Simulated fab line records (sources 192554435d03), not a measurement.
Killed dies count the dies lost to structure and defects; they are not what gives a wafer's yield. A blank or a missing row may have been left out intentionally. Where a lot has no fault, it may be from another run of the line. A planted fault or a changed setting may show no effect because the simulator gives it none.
Chamber matching :: flow n5_finfet :: 4 sister chambers for N5_BEOL_M1_ALD_98 on ald_sin-04
The step deposits SiO2, target thk 2.5 nm, pulse time 1 s, co reactant pulse time 1 s. 8 wafers are shown with their chamber, then 7 later ones without.

WAFERS, EACH WITH ITS CHAMBER
wafer: L077.1
chamber: 3
heater_power_w (W): 77
precursor_pulse_height_rel: 1.029

wafer: L078.5
chamber: 3
heater_power_w (W): 75
precursor_pulse_height_rel: 0.983

wafer: L080.3
chamber: 1
heater_power_w (W): 92
precursor_pulse_height_rel: 1.009

wafer: L089.1
chamber: 0
heater_power_w (W): 83
precursor_pulse_height_rel: 1.008

wafer: L089.5
chamber: 1
heater_power_w (W): 89
precursor_pulse_height_rel: 1.004

wafer: L089.6
chamber: 0
heater_power_w (W): 84
precursor_pulse_height_rel: 0.974

wafer: L090.3
chamber: 2
heater_power_w (W): 79
precursor_pulse_height_rel: 1.008

wafer: L090.4
chamber: 2
heater_power_w (W): 79
precursor_pulse_height_rel: 1.037

WAFERS WITHOUT THEIR CHAMBER
wafer: L090.6
heater_power_w (W): 80
precursor_pulse_height_rel: 0.986

wafer: L094.2
heater_power_w (W): 78
precursor_pulse_height_rel: 0.982

wafer: L094.4
heater_power_w (W): 84
precursor_pulse_height_rel: 0.994

wafer: L094.5
heater_power_w (W): 81
precursor_pulse_height_rel: 1.048

wafer: L096.1
heater_power_w (W): 80
precursor_pulse_height_rel: 1.000

wafer: L096.4
heater_power_w (W): 92
precursor_pulse_height_rel: 1.010

wafer: L096.5
heater_power_w (W): 91
precursor_pulse_height_rel: 0.987

EACH ONE'S CHAMBER
wafer: L090.6
from the rows above: can't be placed: 2 or 0 or 3
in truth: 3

wafer: L094.2
from the rows above: can't be placed: 3 or 2
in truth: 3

wafer: L094.4
from the rows above: 0
in truth: 0

wafer: L094.5
from the rows above: can't be placed: 2 or 0
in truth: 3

wafer: L096.1
from the rows above: can't be placed: 2 or 0 or 3
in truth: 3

wafer: L096.4
from the rows above: 1
in truth: 1

wafer: L096.5
from the rows above: 1
in truth: 1
Correctly placed: 3 of 7. Not placeable from these rows: 4 (in 3, the candidates include the true chamber). Wrongly placed: 0.
How it was worked out, from the rows above alone: a wafer's distance from a chamber is the root of the sum, over the readings, of the square of ((its reading less the chamber's mean) divided by the reading's scatter). If the next closest chamber is less than 2 further off than the closest, the wafer can't be placed; otherwise it belongs to the closest. For every chamber, the mean is computed from those of its wafers that are shown. The scatter: take each reading less its chamber's mean, square it, sum over the shown wafers, divide by the number of wafers less the number of chambers, and take the root.
